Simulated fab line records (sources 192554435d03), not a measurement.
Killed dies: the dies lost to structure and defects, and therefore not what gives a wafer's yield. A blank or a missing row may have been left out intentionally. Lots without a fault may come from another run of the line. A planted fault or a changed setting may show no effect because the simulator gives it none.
Chamber matching	flow n5 finfet	N5_BEOL_M5_STRIP_64 on rie diel-03: 4 sister chambers
The step strips in CF4. 8 wafers are shown with their chamber, then 8 later ones without.

## WAFERS WITH THEIR CHAMBER
wafer	chamber	throttle valve pct (%)	drypump motor current A (A)
L077.2	2	13.83	5.64
L085.6	2	13.85	5.63
L084.2	3	13.93	5.89
L084.3	1	13.36	5.34
L086.2	0	13.70	5.69
L086.4	3	13.92	5.89
L086.5	0	13.71	5.74
L092.1	1	13.39	5.31

## WAFERS WITHOUT THEIR CHAMBER
wafer	throttle valve pct (%)	drypump motor current A (A)
L092.4	13.72	5.72
L092.6	13.90	5.64
L093.1	13.89	5.62
L093.2	13.96	5.86
L093.6	13.91	5.62
L095.1	13.41	5.36
L095.3	13.75	5.75
L095.5	13.42	5.36

## THE CHAMBER EACH PASSED THROUGH
wafer	from the rows above	in truth
L092.4	0	0
L092.6	2	2
L093.1	2	2
L093.2	3	3
L093.6	2	2
L095.1	1	1
L095.3	0	0
L095.5	1	1
Correct placement for 8 of the 8. Left unplaced by these rows: 0. Wrongly placed: 0.
How it was worked out, from the rows above alone: a wafer's distance from a chamber is the root of the sum, over the readings, of the square of ((its reading less the chamber's mean) divided by the reading's scatter). The wafer belongs to the nearest chamber; if the next one is less than 2 further off, it can't be placed. For every chamber, the mean is computed from those of its wafers that are shown. The scatter: take each reading less its chamber's mean, square it, sum over the shown wafers, divide by the number of wafers less the number of chambers, and take the root.
